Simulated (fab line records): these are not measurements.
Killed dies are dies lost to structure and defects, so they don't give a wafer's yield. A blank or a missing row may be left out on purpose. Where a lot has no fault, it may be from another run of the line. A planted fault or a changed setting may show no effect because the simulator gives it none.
Split-lot experiment | flow n5Finfet | 21 wafers read across 7 lots, on a route 1938 steps long

## THE SPLIT ITSELF
At N5_PASSIVATION_PECVD_35 (deposits SiNx from SiH4/NH3/N2, target thk 700 nm, time 151.3 s), the setting timeS was moved away from the recipe's 151.3 s on 7 of the 21 wafers read, by -6.5% to +13.2%. For the rest of the wafers, this setting stayed at what the recipe calls for.

Reading taken at the split's own step.

## THE READING
SiNx_of_PASSIVATION_PECVD_35.thkNm (the simulator's own value, which no gauge read), in nm, at N5_PASSIVATION_PECVD_35 (deposits SiNx from SiH4/NH3/N2, target thk 700 nm, time 151.3 s). The file gives no usual value for it. Average 700.7 nm, standard deviation 12 nm, over the 14 wafers here run with the recipe.

wafer  | tool, chamber at the split | timeS as run, s | against the recipe | SiNx_of_PASSIVATION_PECVD_35.thkNm, nm | against lot-mates on the recipe
L076.1 | pecvd-04, 1                | 151.3           | recipe             | 690.4                                  | -
L076.3 | pecvd-04, 0                | 151.3           | recipe             | 706.2                                  | -
L076.6 | pecvd-04, 1                | 151.3           | recipe             | 703.8                                  | -
L075.1 | pecvd-02, 0                | 151.3           | recipe             | 695.8                                  | -
L075.2 | pecvd-02, 1                | 171.3           | +13.2%             | 788                                    | +92.2
L075.3 | pecvd-02, 2                | 171.3           | +13.2%             | 766.6                                  | +70.8
L080.1 | pecvd-01, 0                | 151.3           | recipe             | 684                                    | -
L080.2 | pecvd-01, 1                | 151.3           | recipe             | 673.4                                  | -
L080.4 | pecvd-01, 2                | 151.3           | recipe             | 695.2                                  | -
L082.1 | pecvd-04, 2                | 163.8           | +8.3%              | 744.6                                  | +39.2
L082.3 | pecvd-04, 0                | 163.8           | +8.3%              | 754.6                                  | +49.2
L082.5 | pecvd-04, 1                | 151.3           | recipe             | 705.4                                  | -
L088.3 | pecvd-02, 0                | 151.3           | recipe             | 709.6                                  | -
L088.4 | pecvd-02, 2                | 151.3           | recipe             | 700                                    | -
L088.6 | pecvd-02, 0                | 141.4           | -6.5%              | 675.6                                  | -29.2
L094.2 | pecvd-02, 0                | 151.3           | recipe             | 709                                    | -
L094.4 | pecvd-02, 2                | 151.3           | recipe             | 705.4                                  | -
L094.6 | pecvd-02, 0                | 151.3           | recipe             | 721.6                                  | -
L096.2 | pecvd-02, 0                | 151.3           | recipe             | 710.4                                  | -
L096.4 | pecvd-02, 1                | 166.9           | +10.3%             | 791.4                                  | +81.0
L096.6 | pecvd-02, 2                | 166.9           | +10.3%             | 787.8                                  | +77.4

THE FIT
A straight line over all 21 wafers: SiNx_of_PASSIVATION_PECVD_35.thkNm changes by +6.36 nm for each +1% of timeS; r = +0.93; the points scatter about the line by 14 nm.
The same after taking each lot's own level away (the mean of its wafers on the recipe; 21 wafers): +6.27 nm for each +1%; r = +0.97; scatter 8.9 nm.
On that fit, the largest move of timeS shifts the reading by 83 nm.
Measured against the standard deviation above, the lots' own levels, which go from 684.20 to 712.00 nm, span 2.4 times it.
So the lot-to-lot level changes the slope little: the two slopes agree.
Check: +81.4 nm against its lot-mates is what the line predicts for one of the wafers moved furthest among these (+13.2%) when that wafer is left out of the fit. It came out at +92.2 nm against them.

## THE WHOLE CHAIN: every reading that the file lists as answering this split, in the file's order
step                    | what it does                                                    | reading                                                                             | change (the file's fit)                                                     | r (the file's)
N5_PASSIVATION_PECVD_35 | deposits SiNx from SiH4/NH3/N2, target thk 700 nm, time 151.3 s | SiNx_of_PASSIVATION_PECVD_35.thkNm (the simulator's own value, which no gauge read) | +6.25 nm for each +1% of the setting                                        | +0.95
N5_PASSIVATION_PROBE_49 |                                                                 | killed_at_M0_to_M3                                                                  | not straight: 12 at the lowest setting, 53 at the recipe, 30 at the highest | not given

## THE FILE'S OWN FIT
SiNx_of_PASSIVATION_PECVD_35.thkNm changes by +6.25 nm for each +1% of timeS, r = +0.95.
